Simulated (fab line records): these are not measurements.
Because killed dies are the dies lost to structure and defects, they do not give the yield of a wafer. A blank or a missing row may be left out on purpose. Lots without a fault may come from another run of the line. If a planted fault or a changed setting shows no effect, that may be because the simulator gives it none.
One fault through the eyes of 2 desks    flow n5Finfet    each desk has only its own numbers; what lay behind them comes last

## TOOL OWNER'S DESK, euvScanner-02
The tool's own readings at N5_MOL_CONTACT_COAG_EXPOSE_05 (exposes mask CA, defocus 0 nm): means of the sampled wafers that have a number, for each lot that ran on this tool. Any lot whose mean is over 4 standard deviations away from the usual mean is out of limits and marked OUT; that distance is given in the brackets.
Columns: A = exposureDoseMJCm2 at N5_MOL_CONTACT_COAG_EXPOSE_05, usual 38.20; B = focusOffsetNm at N5_MOL_CONTACT_COAG_EXPOSE_05, usual 0.0 nm
lot   first seen here  A                B
L614  day 4 19:46      38.18            -0.1
L615  day 5 02:19      38.23            0.1
L620  day 6 04:02      38.17            -0.4
L622  day 6 14:27      34.11 (-91) OUT  0.5
L621  day 6 15:15      34.93 (-73) OUT  0.7
L623  day 6 20:05      35.60 (-58) OUT  -0.5
This desk's finding: out of limits on L621, L622, L623; first on L622, day 6 14:27 (exposureDoseMJCm2 at N5_MOL_CONTACT_COAG_EXPOSE_05). L614, L615, L620 stayed within limits.

## AT THE METROLOGY DESK
Lot by lot, what the gauges showed, no matter which tool ran the lot: averages of those sampled wafers that carry a number. Any lot whose mean is over 4 standard deviations away from the usual mean is out of limits and marked OUT; that distance is given in the brackets. Of its 16 readings 7 are shown: the one that was out of limits first, and those that lie furthest out on some lot.
Columns: A = cdNm at N5_MOL_CONTACT_COAG_CD_MEAS_08, usual 27.97 nm; B = cdNm at N5_MOL_CONTACT_COAG_CD_MEAS_99, usual 17.1 nm; C = IOFF_P at N5_BEOL_M4_RC_MEAS_101, usual 0.21 nA/um; D = RC_DENSE_N at N5_BEOL_M4_RC_MEAS_101, usual 19.1 ohm.um; E = RC_DENSE_P at N5_BEOL_M4_RC_MEAS_101, usual 23.8 ohm.um; F = RC_N at N5_BEOL_M4_RC_MEAS_101, usual 15.5 ohm.um; G = RC_P at N5_BEOL_M4_RC_MEAS_101, usual 19.4 ohm.um
lot   first seen here  A                 B                C     D                E                F                G
L614  day 4 19:53      27.80             16.7             0.28  19.4             24.4             15.8             19.9
L615  day 5 02:26      28.11             17.3             0.21  19.4             24.3             15.8             19.6
L616  day 5 02:59      27.92             17.1             0.16  19.3             23.9             15.9             19.5
L620  day 6 04:10      27.70             17.0             0.23  19.3             24.2             15.8             19.7
L622  day 6 14:35      25.22 (-12) OUT   14.7 (-6.8) OUT  0.19  23.9 (+10) OUT   29.8 (+10) OUT   19.3 (+11) OUT   24.2 (+10) OUT
L621  day 6 15:23      25.82 (-9.8) OUT  14.9 (-6.2) OUT  0.25  23.1 (+8.5) OUT  29.0 (+8.9) OUT  18.7 (+8.9) OUT  23.4 (+8.3) OUT
L623  day 6 20:13      26.33 (-7.5) OUT  15.3 (-5.1) OUT  0.18  22.6 (+7.4) OUT  28.2 (+7.4) OUT  18.2 (+7.4) OUT  22.8 (+7.2) OUT
L630  day 8 19:37      28.06             17.1             0.23  19.1             23.4             15.4             19.1
L635  day 10 00:52     27.75             17.0             0.21  19.4             24.1             15.9             19.6
L637  day 10 20:51     28.01             17.5             0.21  18.8             23.5             15.3             19.3
This desk's finding: out of limits on L621, L622, L623; first on L622, day 6 14:35 (cdNm at N5_MOL_CONTACT_COAG_CD_MEAS_08). L614, L615, L616, L620, L630, L635, L637 stayed within limits.

## BROUGHT TOGETHER
An alarm could have come from the tool owner's desk at day 6 14:27, on L621, L622, L623.
L621, L622, L623 would have let the metrology desk raise an alarm at day 6 14:35.
N5_MOL_CONTACT_COAG_EXPOSE_05 was run on euvScanner-02 by each of the lots named.

## WHAT THE SIMULATOR PUT IN
Drift in process parameters on euvScanner-02 at N5_MOL_CONTACT_COAG_EXPOSE_05, starting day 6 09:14. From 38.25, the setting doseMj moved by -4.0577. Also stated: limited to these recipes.
Struck lots among those shown: L621, L622, L623.
Hours from the fault's start to each desk's first reading out of limits: the tool owner's desk, 5; the metrology desk, 5.
